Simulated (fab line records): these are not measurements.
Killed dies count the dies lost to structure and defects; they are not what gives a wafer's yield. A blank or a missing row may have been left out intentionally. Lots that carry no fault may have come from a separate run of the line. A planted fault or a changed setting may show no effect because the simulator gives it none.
fab line records    flow n5-finfet
record: lots: 24  wafers: 72  last-day: 17
route steps=1938 shown BEOL_M12@1619 BEOL_M13@1660
lots untouched by any fault: they come from a run of this same line in which no faults occurred
start-h: start of the lot's first displayed wafer, in hours after the record's first day    wait-h: time in hours since the lot's previous step    " repeats the value in the row above    L1.1+2: a row that stands for several wafers    - no value, or no start was given    * or withheld: withheld    < > ~ a bound
route shown NAME@n: NAME is a module with steps in the file, n the number in the route of the first one    usual: average and standard deviation across the fault-free wafers    same: alike in all rows    chamber/n: place in a boat    sites: per-site readings    _std_site: standard deviation across them    _edge_site: outer sites' mean less inner sites'    radius-mm: for every site, how far away it sits from the centre of the wafer    mask NAME#n: copy n    behind: the last tool/chamber to shape the wafer    hold: reason for holding the lot/hours on hold/outcome of the hold    device: the transistor (n, p or np) that didn't switch    end of line: the tests these same wafers got at the end of their route    a step without rows: its recipe alone    killed: count of dies lost to structure and defects at first sort (not the wafer's yield)    map: a wafer's dies, marking killed ones x, the rest . and places with no die _
set.NAME: the run value of the setting; set.NAME@STEP: its run value at that earlier step    model.NAME: the simulator's own value behind a step, which no gauge read
steps of the route over a sample of lots; a table a step, a row a wafer
services: the hour from which a tool's chamber was out of use, counted from the record's first day as start-h (under 0 if before that day), plus the number of hours and why
== steps ==
step: N5_BEOL_M12_STRIP_64
recipe: chemistry: N2/H2  power-w: 1000  temp-c: 250  h2-frac: 0.65  overash-fraction: 0.3  pressure-mtorr: withheld  n2-flow-sccm: 1750  h2-flow-sccm: 3250
usual: drypump-motor-current-A: 6.2/0.44  heater-power-w: 351/26  oes-product-au: 0.715/0.0044  strip-time-to-endpoint-s: 31.31/0.078
lot.wafer  tool             chamber  start-h  wait-h  drypump-motor-current-A  heater-power-w  oes-product-au  rf-hours-counter-h  strip-time-to-endpoint-s
L074.2     plasma-asher-02  0        220.26   0.0     6.3                      339             0.707           128                 31.49
L074.3     "                0        "        "       6.3                      335             0.716           -                   31.46
L074.4     "                1        "        "       5.4                      317             0.707           -                   31.44
L076.2     plasma-asher-01  0        225.90   0.0     6.3                      388             0.725           63                  31.41
L076.5     "                1        "        "       6.6                      349             0.715           -                   31.35
L076.6     "                0        "        "       6.3                      389             0.712           -                   31.39
L075.3     plasma-asher-01  0        226.35   0.0     6.3                      394             0.710           -                   31.39
L075.5     "                1        "        "       6.6                      340             0.715           -                   31.45
L075.6     "                0        "        "       6.3                      389             0.721           -                   31.46
L077.2     plasma-asher-01  0        240.46   0.0     6.3                      381             0.713           65                  31.40
L077.5     "                1        "        "       6.6                      351             0.716           -                   31.38
L077.6     "                0        "        "       6.3                      394             0.709           -                   31.36
L080.1     plasma-asher-02  1        247.96   0.0     5.3                      327             0.712           134                 31.23
L080.4     "                0        "        "       6.2                      332             0.722           -                   31.27
L080.5     "                0        "        "       6.3                      327             0.720           -                   31.27
L079.3     plasma-asher-02  0        251.55   0.0     6.2                      334             0.715           -                   31.28
L079.5     "                1        "        "       5.4                      329             0.705           -                   31.30
L079.6     "                0        "        "       6.3                      338             0.713           -                   31.39
L078.1     plasma-asher-02  0        252.43   0.0     6.3                      336             0.715           136                 31.30
L078.3     "                1        "        "       5.4                      321             0.714           -                   31.23
L078.6     "                0        "        "       6.3                      338             0.715           -                   31.24
L081.2     plasma-asher-02  1        262.97   0.0     5.4                      331             0.714           138                 31.24
L081.4     "                0        "        "       6.2                      334             0.712           -                   31.27
L081.6     "                1        "        "       5.4                      322             0.714           -                   31.23
L083.4     plasma-asher-02  0        268.94   0.0     6.3                      334             0.714           -                   31.25
L083.5     "                1        "        "       5.4                      322             0.714           -                   31.30
L083.6     "                0        "        "       6.3                      337             0.718           -                   31.26
L082.1     plasma-asher-02  0        272.55   0.0     6.3                      327             0.715           140                 31.26
L082.2     "                1        "        "       5.3                      322             0.719           140                 31.30
L082.4     "                1        "        "       5.3                      316             0.717           -                   31.41
L084.3     plasma-asher-02  0        272.69   0.0     6.2                      335             0.719           -                   31.38
L084.4     "                1        "        "       5.4                      322             0.718           -                   31.32
L084.5     "                1        "        "       5.4                      326             0.704           -                   31.43
L085.2     plasma-asher-02  1        282.58   0.0     5.3                      334             0.706           141                 31.31
L085.3     "                1        "        "       5.4                      319             0.712           -                   31.37
L085.6     "                1        "        "       5.3                      318             0.712           -                   31.31
L086.1     plasma-asher-01  1        290.24   0.0     6.6                      353             0.715           76                  31.32
L086.2     "                0        "        "       6.3                      385             0.719           76                  31.32
L086.4     "                0        "        "       6.3                      395             0.719           -                   31.35
L087.2     plasma-asher-01  1        294.37   0.0     6.6                      338             0.711           76                  31.27
L087.3     "                1        "        "       6.6                      347             0.711           -                   31.24
L087.6     "                1        "        "       6.6                      348             0.718           -                   31.23
L088.1     plasma-asher-01  1        304.21   0.0     6.6                      352             0.714           78                  31.39
L088.2     "                0        "        "       6.3                      398             0.713           78                  31.26
L088.4     "                0        "        "       6.3                      388             0.711           -                   31.32
L090.1     plasma-asher-01  0        305.13   0.0     6.3                      385             0.718           78                  31.29
L090.4     "                0        "        "       6.2                      398             0.718           -                   31.23
L090.6     "                1        "        "       6.6                      340             0.716           -                   31.26
L091.1     plasma-asher-01  0        311.73   0.0     6.3                      408             0.717           80                  31.30
L091.3     "                1        "        "       6.6                      350             0.716           -                   31.30
L091.4     "                0        "        "       6.3                      390             0.716           -                   31.39
L089.1     plasma-asher-01  1        312.51   0.0     6.6                      346             0.718           80                  31.39
L089.4     "                0        "        "       6.3                      386             0.714           -                   31.39
L089.6     "                0        "        "       6.3                      387             0.725           -                   31.37
L092.2     plasma-asher-02  0        317.42   0.0     6.3                      329             0.720           148                 31.16
L092.4     "                1        "        "       5.4                      321             0.709           -                   31.17
L092.6     "                1        "        "       5.4                      323             0.701           -                   31.35
L093.1     plasma-asher-01  0        324.45   0.0     6.3                      387             0.718           83                  31.33
L093.5     "                1        "        "       6.6                      343             0.722           -                   31.33
L093.6     "                0        "        "       6.3                      384             0.717           -                   31.38
L094.2     plasma-asher-01  0        326.62   0.0     6.3                      387             0.707           83                  31.22
L094.3     "                0        "        "       6.3                      387             0.717           -                   31.25
L094.5     "                1        "        "       6.6                      347             0.711           -                   31.22
L095.1     plasma-asher-01  0        333.64   0.0     6.3                      389             0.715           84                  31.35
L095.2     "                1        "        "       6.6                      349             0.711           84                  31.36
L095.4     "                1        "        "       6.6                      347             0.712           -                   31.33
L096.2     plasma-asher-01  0        351.28   0.0     6.3                      389             0.713           87                  31.11
L096.3     "                0        "        "       6.3                      393             0.718           -                   31.27
L096.4     "                1        "        "       6.6                      340             0.720           -                   31.21
L097.2     plasma-asher-01  0        362.32   0.0     6.2                      380             0.720           90                  31.34
L097.3     "                1        "        "       6.6                      343             0.715           -                   31.29
L097.6     "                1        "        "       6.6                      346             0.713           -                   31.30
step: N5_BEOL_M12_SPUTTER_44
recipe: material: Ta  target-thk-a: 100  temp-c: 50  bias-v: 80  power-w: 15000  chamber-pressure-pa: 0.07  time-s: 16.13
usual: chamber-pressure-pa: 0.06999/0.00014  throttle-valve-pct: 29.7/1.3
same: time-s: 16.13
lot.wafer  tool            chamber  start-h  wait-h  chamber-pressure-pa  throttle-valve-pct
L074.2     pvd-sputter-02  -        222.50   0.0     0.07009              29.1
L074.3     "               -        "        "       0.06988              30.8
L074.4     "               -        "        "       0.06996              28.5
L076.2     pvd-sputter-02  -        228.18   0.0     0.06979              29.0
L076.5     "               -        "        "       0.06977              28.7
L076.6     "               -        "        "       0.07002              31.0
L075.3     pvd-sputter-03  -        229.31   0.0     0.07001              32.0
L075.5     "               -        "        "       0.06986              32.1
L075.6     "               -        "        "       0.07007              28.8
L077.2     pvd-sputter-03  -        245.16   0.0     0.07017              29.2
L077.5     "               -        "        "       0.0699               28.8
L077.6     "               -        "        "       0.07011              31.9
L080.1     pvd-sputter-03  -        250.05   0.0     0.06972              29.6
L080.4     "               -        "        "       0.07008              32.3
L080.5     "               -        "        "       0.07017              32.2
L079.3     pvd-sputter-02  -        253.12   0.0     0.07004              29.0
L079.5     "               -        "        "       0.07009              28.6
L079.6     "               -        "        "       0.06996              28.3
L078.1     pvd-sputter-02  -        258.27   0.0     0.07002              30.9
L078.3     "               -        "        "       0.06991              28.5
L078.6     "               -        "        "       0.07017              28.7
L081.2     pvd-sputter-01  -        266.30   0.0     0.06999              28.7
L081.4     "               -        "        "       0.07006              29.8
L081.6     "               -        "        "       0.07017              30.5
L083.4     pvd-sputter-02  -        272.58   0.0     0.06977              31.0
L083.5     "               -        "        "       0.07006              31.1
L083.6     "               -        "        "       0.0698               28.7
L082.1     pvd-sputter-03  -        274.52   0.0     0.06991              29.0
L082.2     "               -        "        "       0.07008              29.8
L082.4     "               -        "        "       0.07009              29.8
L084.3     pvd-sputter-02  -        274.81   0.0     0.06967              29.1
L084.4     "               -        "        "       0.06999              28.6
L084.5     "               -        "        "       0.07007              31.0
L085.2     pvd-sputter-03  -        285.36   0.0     0.07                 31.9
L085.3     "               -        "        "       0.0699               29.3
L085.6     "               -        "        "       0.06981              32.1
L086.1     pvd-sputter-03  -        293.30   0.0     0.06975              29.7
L086.2     "               -        "        "       0.06998              32.2
L086.4     "               -        "        "       0.07002              28.7
L087.2     pvd-sputter-02  -        297.03   0.0     0.0704               30.8
L087.3     "               -        "        "       0.0699               28.9
L087.6     "               -        "        "       0.07022              31.0
L088.1     pvd-sputter-01  -        306.60   0.0     0.07015              29.8
L088.2     "               -        "        "       0.06997              30.3
L088.4     "               -        "        "       0.06999              28.5
L090.1     pvd-sputter-01  -        307.00   0.0     0.06988              30.7
L090.4     "               -        "        "       0.06994              28.7
L090.6     "               -        "        "       0.06994              30.3
L091.1     pvd-sputter-02  -        313.87   0.0     0.07004              30.9
L091.3     "               -        "        "       0.07027              28.6
L091.4     "               -        "        "       0.07002              29.0
L089.1     pvd-sputter-02  -        314.61   0.0     0.0703               28.5
L089.4     "               -        "        "       0.07004              30.9
L089.6     "               -        "        "       0.06978              28.4
L092.2     pvd-sputter-03  -        321.43   0.0     0.07005              29.7
L092.4     "               -        "        "       0.07004              28.5
L092.6     "               -        "        "       0.07007              32.2
L093.1     pvd-sputter-03  -        326.19   0.0     0.06987              32.3
L093.5     "               -        "        "       0.06999              29.8
L093.6     "               -        "        "       0.07007              28.6
L094.2     pvd-sputter-03  -        328.73   0.0     0.07                 29.7
L094.3     "               -        "        "       0.07023              28.9
L094.5     "               -        "        "       0.06994              29.6
L095.1     pvd-sputter-02  -        353.46   0.0     0.06993              28.6
L095.2     "               -        "        "       0.07002              31.4
L095.4     "               -        "        "       0.06981              29.0
L096.2     pvd-sputter-01  -        353.63   0.0     0.06999              30.4
L096.3     "               -        "        "       0.06995              29.5
L096.4     "               -        "        "       0.07002              28.6
L097.2     pvd-sputter-03  -        366.01   0.0     0.06993              29.7
L097.3     "               -        "        "       0.06993              32.2
L097.6     "               -        "        "       0.06997              28.5
step: N5_BEOL_M12_ANNEAL_48
recipe: temp-c: 225  time-s: 90  ambient: N2
usual: wafer_temp_C_max: 226.1/0.31
same: time-s: 90
lot.wafer  tool           chamber  start-h  wait-h  wafer_temp_C_max
L074.2     rtp-anneal-02  0        222.89   0.1     225.8
L074.3     "              0        "        "       226.0
L074.4     "              0        "        "       225.9
L076.2     rtp-anneal-01  0        228.61   0.2     226.4
L076.5     "              0        "        "       226.2
L076.6     "              0        "        "       226.4
L075.3     rtp-anneal-01  0        229.74   0.2     226.4
L075.5     "              0        "        "       226.8
L075.6     "              0        "        "       226.1
L077.2     rtp-anneal-01  0        245.55   0.1     226.7
L077.5     "              0        "        "       226.3
L077.6     "              0        "        "       226.6
L080.1     rtp-anneal-02  0        250.39   0.1     226.6
L080.4     "              0        "        "       225.9
L080.5     "              0        "        "       225.7
L079.3     rtp-anneal-02  0        253.57   0.2     225.9
L079.5     "              0        "        "       226.1
L079.6     "              0        "        "       225.9
L078.1     rtp-anneal-02  0        258.62   0.1     225.8
L078.3     "              0        "        "       225.8
L078.6     "              0        "        "       225.8
L081.2     rtp-anneal-02  0        266.69   0.1     226.1
L081.4     "              0        "        "       226.2
L081.6     "              0        "        "       225.7
L083.4     rtp-anneal-01  0        273.58   0.7     226.9
L083.5     "              0        "        "       225.8
L083.6     "              0        "        "       226.3
L082.1     rtp-anneal-01  0        274.86   0.1     226.5
L082.2     "              0        "        "       225.5
L082.4     "              0        "        "       226.2
L084.3     rtp-anneal-02  0        275.40   0.3     225.9
L084.4     "              0        "        "       225.8
L084.5     "              0        "        "       225.9
L085.2     rtp-anneal-01  0        285.74   0.1     226.4
L085.3     "              0        "        "       226.6
L085.6     "              0        "        "       225.8
L086.1     rtp-anneal-02  0        293.65   0.1     225.7
L086.2     "              0        "        "       226.0
L086.4     "              0        "        "       225.9
L087.2     rtp-anneal-02  0        297.42   0.1     226.0
L087.3     "              0        "        "       226.0
L087.6     "              0        "        "       226.3
L088.1     rtp-anneal-02  0        306.94   0.1     226.2
L088.2     "              0        "        "       226.0
L088.4     "              0        "        "       225.9
L090.1     rtp-anneal-01  0        307.34   0.1     226.4
L090.4     "              0        "        "       226.3
L090.6     "              0        "        "       226.2
L091.1     rtp-anneal-01  0        314.21   0.1     226.2
L091.3     "              0        "        "       226.7
L091.4     "              0        "        "       226.1
L089.1     rtp-anneal-02  0        314.95   0.1     226.4
L089.4     "              0        "        "       226.0
L089.6     "              0        "        "       226.1
L092.2     rtp-anneal-02  0        321.82   0.1     226.2
L092.4     "              0        "        "       225.6
L092.6     "              0        "        "       226.2
L093.1     rtp-anneal-01  0        326.55   0.1     226.4
L093.5     "              0        "        "       226.1
L093.6     "              0        "        "       226.2
L094.2     rtp-anneal-02  0        329.24   0.3     225.9
L094.3     "              0        "        "       225.5
L094.5     "              0        "        "       225.9
L095.1     rtp-anneal-02  0        354.01   0.3     225.9
L095.2     "              0        "        "       225.7
L095.4     "              0        "        "       225.9
L096.2     rtp-anneal-01  0        354.26   0.4     226.0
L096.3     "              0        "        "       226.2
L096.4     "              0        "        "       226.3
L097.2     rtp-anneal-02  0        366.85   0.6     226.1
L097.3     "              0        "        "       226.5
L097.6     "              0        "        "       226.3
step: N5_BEOL_M13_THK_MEAS_01
recipe: reads: SiOC_of_BEOL_M13_ILD_DEP_00
usual: M13_ILD_THK: 837/11
lot.wafer  tool           chamber  start-h  wait-h  M13_ILD_THK[nm]
L074.2     film-metro-01  -        223.80   0.1     831
L074.3     "              -        "        "       838
L074.4     "              -        "        "       858
L076.2     film-metro-01  -        229.75   0.1     827
L076.5     "              -        "        "       827
L076.6     "              -        "        "       846
L075.3     film-metro-02  -        230.61   0.1     845
L075.5     "              -        "        "       859
L075.6     "              -        "        "       852
L077.2     film-metro-02  -        246.43   0.1     825
L077.5     "              -        "        "       846
L077.6     "              -        "        "       833
L080.1     film-metro-01  -        251.33   0.1     847
L080.4     "              -        "        "       848
L080.5     "              -        "        "       867
L079.3     film-metro-02  -        254.47   0.1     837
L079.5     "              -        "        "       847
L079.6     "              -        "        "       844
L078.1     film-metro-02  -        259.62   0.1     823
L078.3     "              -        "        "       824
L078.6     "              -        "        "       844
L081.2     film-metro-01  -        267.71   0.1     843
L081.4     "              -        "        "       859
L081.6     "              -        "        "       852
L083.4     film-metro-02  -        274.39   0.0     858
L083.5     "              -        "        "       843
L083.6     "              -        "        "       857
L082.1     film-metro-02  -        275.79   0.1     826
L082.2     "              -        "        "       822
L082.4     "              -        "        "       830
L084.3     film-metro-02  -        276.26   0.1     828
L084.4     "              -        "        "       839
L084.5     "              -        "        "       845
L085.2     film-metro-01  -        286.64   0.1     819
L085.3     "              -        "        "       828
L085.6     "              -        "        "       839
L086.1     film-metro-01  -        294.58   0.1     841
L086.2     "              -        "        "       841
L086.4     "              -        "        "       845
L087.2     film-metro-01  -        298.31   0.1     848
L087.3     "              -        "        "       837
L087.6     "              -        "        "       855
L088.1     film-metro-01  -        307.87   0.1     827
L088.2     "              -        "        "       819
L088.4     "              -        "        "       849
L090.1     film-metro-02  -        308.27   0.1     831
L090.4     "              -        "        "       846
L090.6     "              -        "        "       835
L091.1     film-metro-02  -        315.15   0.1     831
L091.3     "              -        "        "       817
L091.4     "              -        "        "       827
L089.1     film-metro-01  -        315.88   0.1     822
L089.4     "              -        "        "       837
L089.6     "              -        "        "       837
L092.2     film-metro-02  -        322.77   0.2     822
L092.4     "              -        "        "       837
L092.6     "              -        "        "       832
L093.1     film-metro-02  -        327.48   0.1     826
L093.5     "              -        "        "       840
L093.6     "              -        "        "       839
L094.2     film-metro-01  -        330.12   0.1     822
L094.3     "              -        "        "       817
L094.5     "              -        "        "       839
L095.1     film-metro-02  -        354.95   0.1     839
L095.2     "              -        "        "       826
L095.4     "              -        "        "       845
L096.2     film-metro-02  -        355.15   0.1     817
L096.3     "              -        "        "       844
L096.4     "              -        "        "       839
L097.2     film-metro-01  -        367.74   0.1     831
L097.3     "              -        "        "       826
L097.6     "              -        "        "       851
step: N5_BEOL_M13_CD_MEAS_10
recipe: target-cd-nm: 190  landing-energy-ev: 500  detector: se-inlens  polarity: opening
usual: cd-nm: 189.7/1.7
lot.wafer  tool       chamber  start-h  wait-h  cd-nm
L074.2     cd-sem-01  0        224.11   -       187.9
L074.3     "          0        "        "       187.8
L074.4     "          0        "        "       187.3
L076.2     cd-sem-02  0        230.18   -       191.0
L076.5     "          0        "        "       189.1
L076.6     "          0        "        "       189.3
L075.3     cd-sem-03  0        231.04   -       189.3
L075.5     "          0        "        "       188.9
L075.6     "          0        "        "       187.6
L077.2     cd-sem-03  0        246.74   -       190.4
L077.5     "          0        "        "       188.0
L077.6     "          0        "        "       189.6
L080.1     cd-sem-03  0        251.64   -       186.6
L080.4     "          0        "        "       186.6
L080.5     "          0        "        "       186.1
L079.3     cd-sem-03  0        254.77   -       187.5
L079.5     "          0        "        "       187.3
L079.6     "          0        "        "       188.0
L078.1     cd-sem-03  0        259.93   -       187.9
L078.3     "          0        "        "       187.7
L078.6     "          0        "        "       187.0
L081.2     cd-sem-03  0        268.02   -       189.4
L081.4     "          0        "        "       188.4
L081.6     "          0        "        "       190.1
L083.4     cd-sem-03  0        274.70   -       189.6
L083.5     "          0        "        "       189.9
L083.6     "          0        "        "       190.6
L082.1     cd-sem-01  0        276.09   -       190.9
L082.2     "          0        "        "       190.2
L082.4     "          0        "        "       190.6
L084.3     cd-sem-03  0        276.56   -       187.3
L084.4     "          0        "        "       187.8
L084.5     "          0        "        "       188.0
L085.2     cd-sem-01  0        287.07   -       189.5
L085.3     "          0        "        "       189.9
L085.6     "          0        "        "       191.3
L086.1     cd-sem-01  0        294.88   -       189.8
L086.2     "          0        "        "       189.5
L086.4     "          0        "        "       189.5
L087.2     cd-sem-03  0        298.73   -       187.8
L087.3     "          0        "        "       188.6
L087.6     "          0        "        "       188.2
L088.1     cd-sem-03  0        308.30   -       189.7
L088.2     "          0        "        "       189.6
L088.4     "          0        "        "       189.7
L090.1     cd-sem-03  0        308.70   -       188.1
L090.4     "          0        "        "       187.9
L090.6     "          0        "        "       189.4
L091.1     cd-sem-01  0        315.57   -       191.7
L091.3     "          0        "        "       190.1
L091.4     "          0        "        "       189.8
L089.1     cd-sem-01  0        316.18   -       190.8
L089.4     "          0        "        "       191.7
L089.6     "          0        "        "       191.0
L092.2     cd-sem-01  0        323.19   -       191.4
L092.4     "          0        "        "       190.7
L092.6     "          0        "        "       190.6
L093.1     cd-sem-02  0        327.92   -       192.1
L093.5     "          0        "        "       193.6
L093.6     "          0        "        "       193.2
L094.2     cd-sem-01  0        330.55   -       189.1
L094.3     "          0        "        "       187.5
L094.5     "          0        "        "       188.3
L095.1     cd-sem-02  0        355.38   -       191.0
L095.2     "          0        "        "       190.9
L095.4     "          0        "        "       191.5
L096.2     cd-sem-03  0        355.45   -       191.9
L096.3     "          0        "        "       192.1
L096.4     "          0        "        "       192.5
L097.2     cd-sem-01  0        368.04   -       192.0
L097.3     "          0        "        "       192.9
L097.6     "          0        "        "       193.8
step: N5_BEOL_M13_DESCUM_33
recipe: chemistry: O2  time-s: 7.9  source-power-w: 50  bias-power-w: 20  pressure-mtorr: 20  rf-frequency-hz: 2.712e+07  temp-c: 40  o2-flow-sccm: 225
usual: drypump-motor-current-A: 5.7/0.54  oes-product-au: 0.79/0.084  rf-vpp-V: 243.0/1.5  showerhead-plenum-p-Torr: 2.09/0.084  throttle-valve-pct: 20.41/0.21
same: time-s: 7.9
lot.wafer  tool         chamber  start-h  wait-h  drypump-motor-current-A  oes-product-au  rf-hours-counter-h  rf-vpp-V  showerhead-plenum-p-Torr  throttle-valve-pct
L074.2     rie-diel-01  0        225.17   0.0     4.9                      0.84            74                  243.3     2.12                      20.49
L074.3     "            1        "        "       5.8                      0.84            56                  243.8     2.13                      20.55
L074.4     "            1        "        "       5.8                      0.84            -                   243.0     2.13                      20.55
L076.2     rie-diel-05  1        231.55   0.1     6.1                      0.81            74                  244.3     2.20                      20.16
L076.5     "            2        "        "       6.8                      0.80            -                   245.1     2.20                      20.01
L076.6     "            3        "        "       5.8                      0.69            -                   244.5     2.18                      20.30
L075.3     rie-diel-05  1        232.29   0.1     6.1                      0.81            75                  246.1     2.20                      20.18
L075.5     "            2        "        "       6.7                      0.80            -                   243.5     2.19                      20.01
L075.6     "            3        "        "       5.8                      0.70            -                   243.6     2.18                      20.32
L077.2     rie-diel-05  2        247.89   0.0     6.7                      0.79            122                 244.3     2.19                      20.01
L077.5     "            0        "        "       5.6                      0.75            -                   240.1     1.95                      20.57
L077.6     "            3        "        "       5.8                      0.69            -                   244.5     2.17                      20.32
L080.1     rie-diel-01  0        252.70   0.0     4.9                      0.83            84                  243.5     2.11                      20.54
L080.4     "            2        "        "       5.0                      1.01            3                   242.8     2.04                      20.46
L080.5     "            1        "        "       5.8                      0.83            -                   242.9     2.13                      20.56
L079.3     rie-diel-03  0        255.93   0.0     5.9                      0.71            185                 244.2     2.09                      20.67
L079.5     "            1        "        "       6.1                      0.87            -                   241.1     2.03                      20.29
L079.6     "            2        "        "       5.0                      0.75            -                   242.3     2.01                      20.46
L078.1     rie-diel-01  1        260.96   0.0     5.8                      0.83            68                  243.2     2.13                      20.57
L078.3     "            0        "        "       4.9                      0.83            86                  243.6     2.11                      20.53
L078.6     "            1        "        "       5.8                      0.83            -                   244.0     2.13                      20.58
L081.2     rie-diel-01  1        269.08   0.0     5.8                      0.82            70                  244.5     2.13                      20.57
L081.4     "            0        "        "       4.9                      0.83            89                  243.9     2.11                      20.53
L081.6     "            1        "        "       5.8                      0.82            -                   244.0     2.13                      20.56
L083.4     rie-diel-03  2        275.85   0.0     5.0                      0.74            189                 241.8     2.00                      20.45
L083.5     "            0        "        "       5.9                      0.71            -                   244.0     2.09                      20.69
L083.6     "            3        "        "       5.4                      0.97            -                   245.5     2.16                      20.16
L082.1     rie-diel-05  1        277.62   0.4     6.1                      0.80            87                  245.0     2.20                      20.18
L082.2     "            2        "        "       6.7                      0.78            131                 244.3     2.19                      20.03
L082.4     "            0        "        "       5.6                      0.74            148                 239.5     1.94                      20.59
L084.3     rie-diel-03  3        278.13   0.4     5.4                      0.96            3                   243.5     2.16                      20.16
L084.4     "            0        "        "       5.9                      0.71            194                 243.3     2.09                      20.68
L084.5     "            1        "        "       6.1                      0.85            -                   243.9     2.03                      20.30
L085.2     rie-diel-03  0        288.24   0.0     5.9                      0.70            197                 244.4     2.09                      20.72
L085.3     "            3        "        "       5.4                      0.95            7                   245.6     2.16                      20.16
L085.6     "            0        "        "       5.9                      0.70            -                   242.6     2.09                      20.71
L086.1     rie-diel-01  2        296.04   0.0     5.0                      0.95            16                  241.7     2.04                      20.47
L086.2     "            1        "        "       5.8                      0.80            80                  242.7     2.13                      20.59
L086.4     "            0        "        "       4.9                      0.81            97                  243.8     2.11                      20.53
L087.2     rie-diel-03  0        300.13   0.2     5.9                      0.70            199                 242.9     2.09                      20.71
L087.3     "            2        "        "       5.1                      0.71            198                 242.0     2.00                      20.46
L087.6     "            0        "        "       5.9                      0.69            -                   243.0     2.09                      20.70
L088.1     rie-diel-05  0        309.46   0.0     5.6                      0.74            159                 240.4     1.94                      20.58
L088.2     "            1        "        "       6.1                      0.79            97                  243.7     2.19                      20.21
L088.4     "            0        "        "       5.6                      0.73            -                   241.0     1.94                      20.59
L090.1     rie-diel-05  1        310.40   0.2     6.1                      0.79            98                  243.2     2.19                      20.21
L090.4     "            2        "        "       6.7                      0.78            -                   245.8     2.19                      20.05
L090.6     "            1        "        "       6.1                      0.79            -                   244.5     2.19                      20.21
L091.1     rie-diel-05  1        316.79   0.0     6.1                      0.79            101                 244.5     2.19                      20.21
L091.3     "            0        "        "       5.6                      0.73            162                 239.9     1.94                      20.62
L091.4     "            0        "        "       5.6                      0.73            -                   240.0     1.94                      20.61
L089.1     rie-diel-01  3        317.33   0.2     5.3                      0.66            246                 242.0     1.97                      20.46
L089.4     "            0        "        "       4.9                      0.81            105                 244.3     2.11                      20.56
L089.6     "            2        "        "       5.0                      0.94            -                   243.0     2.03                      20.49
L092.2     rie-diel-05  1        324.35   0.0     6.1                      0.78            103                 244.5     2.19                      20.21
L092.4     "            2        "        "       6.7                      0.77            -                   245.6     2.18                      20.05
L092.6     "            1        "        "       6.1                      0.78            -                   243.6     2.19                      20.22
L093.1     rie-diel-03  0        329.07   0.0     5.9                      0.70            208                 242.5     2.08                      20.71
L093.5     "            2        "        "       5.1                      0.72            -                   241.4     2.00                      20.49
L093.6     "            1        "        "       6.1                      0.83            -                   243.4     2.02                      20.34
L094.2     rie-diel-03  0        331.75   0.0     5.9                      0.70            209                 243.2     2.08                      20.72
L094.3     "            2        "        "       5.1                      0.73            207                 240.5     2.00                      20.48
L094.5     "            2        "        "       5.0                      0.72            -                   241.0     2.00                      20.49
L095.1     rie-diel-03  1        356.41   0.0     6.1                      0.82            100                 242.3     2.02                      20.34
L095.2     "            0        "        "       5.9                      0.69            217                 243.9     2.08                      20.73
L095.4     "            3        "        "       5.4                      0.88            26                  244.5     2.15                      20.20
L096.2     rie-diel-01  3        356.60   0.0     5.3                      0.99            2                   244.2     2.23                      20.06
L096.3     "            2        "        "       5.0                      0.90            37                  244.1     2.03                      20.51
L096.4     "            0        "        "       4.9                      0.79            119                 244.2     2.10                      20.60
L097.2     rie-diel-01  3        369.95   0.0     5.3                      0.97            7                   243.9     2.23                      20.05
L097.3     "            1        "        "       5.8                      0.78            102                 244.2     2.12                      20.62
L097.6     "            1        "        "       5.9                      0.79            -                   244.7     2.12                      20.62
== services ==
tool             chamber  start-h  hours  kind
plasma-asher-01  -        200.40   1.0    repair
rie-diel-01      3        211.88   14.8   repair
rie-diel-01      2        230.42   -      clean
rie-diel-01      2        230.42   -      consumable-replace:focus-ring
rie-diel-01      2        230.42   13.2   scheduled-down
rie-diel-01      2        230.42   13.2   vent-cycle
rie-diel-03      3        232.01   2.0    repair
rie-diel-03      3        245.09   -      clean
rie-diel-03      3        245.09   -      consumable-replace:focus-ring
rie-diel-03      3        245.09   17.9   scheduled-down
rie-diel-03      3        245.09   17.9   vent-cycle
rie-diel-03      3        266.40   4.3    repair
pvd-sputter-02   -        284.61   5.1    repair
rie-diel-05      3        288.80   4.2    repair
rie-diel-03      0        289.36   5.6    repair
rie-diel-05      3        307.51   -      clean
rie-diel-05      3        307.51   -      consumable-replace:focus-ring
rie-diel-05      3        307.51   17.0   scheduled-down
rie-diel-05      3        307.51   17.0   vent-cycle
rie-diel-01      1        326.54   5.2    repair
rie-diel-01      3        331.80   -      clean
rie-diel-03      3        343.39   5.5    repair
rie-diel-03      2        358.84   8.7    repair
rie-diel-03      1        362.26   7.0    repair
== key ==
fault none
